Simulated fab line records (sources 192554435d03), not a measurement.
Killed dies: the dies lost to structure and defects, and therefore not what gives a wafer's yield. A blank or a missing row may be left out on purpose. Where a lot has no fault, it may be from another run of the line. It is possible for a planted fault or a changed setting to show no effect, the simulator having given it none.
Matching of chambers || flow n5_finfet || N5_DUMMY_GATE_CMP_04 on cmp-01: 4 sister chambers
The step polishes a-Si. 8 wafers are shown with their chamber, then 11 later ones without.

## EACH WAFER AND ITS CHAMBER
{"wafer": "L086.4", "chamber": 2, "motor_current_A (A)": 10.8, "time_to_endpoint_s (s)": 12.0}
{"wafer": "L086.5", "chamber": 1, "motor_current_A (A)": 13.5, "time_to_endpoint_s (s)": 14.7}
{"wafer": "L087.3", "chamber": 0, "motor_current_A (A)": 11.2, "time_to_endpoint_s (s)": 15.8}
{"wafer": "L087.6", "chamber": 0, "motor_current_A (A)": 10.7, "time_to_endpoint_s (s)": 17.3}
{"wafer": "L089.1", "chamber": 1, "motor_current_A (A)": 13.5, "time_to_endpoint_s (s)": 13.8}
{"wafer": "L089.2", "chamber": 3, "motor_current_A (A)": 9.3, "time_to_endpoint_s (s)": 12.8}
{"wafer": "L089.4", "chamber": 2, "motor_current_A (A)": 11.1, "time_to_endpoint_s (s)": 12.2}
{"wafer": "L090.2", "chamber": 3, "motor_current_A (A)": 9.4, "time_to_endpoint_s (s)": 13.1}

## WAFERS WITHOUT THEIR CHAMBER
{"wafer": "L090.3", "motor_current_A (A)": 13.4, "time_to_endpoint_s (s)": 14.5}
{"wafer": "L090.5", "motor_current_A (A)": 10.9, "time_to_endpoint_s (s)": 10.8}
{"wafer": "L095.2", "motor_current_A (A)": 11.0, "time_to_endpoint_s (s)": 11.1}
{"wafer": "L095.4", "motor_current_A (A)": 10.5, "time_to_endpoint_s (s)": 13.3}
{"wafer": "L095.6", "motor_current_A (A)": 13.6, "time_to_endpoint_s (s)": 13.9}
{"wafer": "L096.1", "motor_current_A (A)": 13.4, "time_to_endpoint_s (s)": 15.2}
{"wafer": "L096.2", "motor_current_A (A)": 10.9, "time_to_endpoint_s (s)": 14.8}
{"wafer": "L096.6", "motor_current_A (A)": 9.7, "time_to_endpoint_s (s)": 15.2}
{"wafer": "L097.2", "motor_current_A (A)": 13.9, "time_to_endpoint_s (s)": 15.2}
{"wafer": "L097.3", "motor_current_A (A)": 9.7, "time_to_endpoint_s (s)": 15.1}
{"wafer": "L097.5", "motor_current_A (A)": 10.9, "time_to_endpoint_s (s)": 14.1}

## WHICH CHAMBER EACH ONE RAN IN
{"wafer": "L090.3", "from the rows above": 1, "in truth": 1}
{"wafer": "L090.5", "from the rows above": 2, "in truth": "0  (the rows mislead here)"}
{"wafer": "L095.2", "from the rows above": 2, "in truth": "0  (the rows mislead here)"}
{"wafer": "L095.4", "from the rows above": 2, "in truth": 2}
{"wafer": "L095.6", "from the rows above": 1, "in truth": 1}
{"wafer": "L096.1", "from the rows above": 1, "in truth": 1}
{"wafer": "L096.2", "from the rows above": "can't be placed: 0 or 2", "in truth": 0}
{"wafer": "L096.6", "from the rows above": 3, "in truth": 3}
{"wafer": "L097.2", "from the rows above": 1, "in truth": 1}
{"wafer": "L097.3", "from the rows above": 3, "in truth": 3}
{"wafer": "L097.5", "from the rows above": "can't be placed: 2 or 0", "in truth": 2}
7 of 11 placed correctly. These rows do not allow placing 2 (true chamber among the candidates in 2). Number placed wrongly: 2.
How it was worked out, from the rows above alone: a wafer's distance from a chamber is the root of the sum, over the readings, of the square of ((its reading less the chamber's mean) divided by the reading's scatter). If the next closest chamber is less than 2 further off than the closest, the wafer can't be placed; otherwise it belongs to the closest. A chamber's mean is the mean of its shown wafers. The scatter: the root of (the sum of the squares of (reading less its chamber's mean) over the shown wafers, divided by (wafers less chambers)).
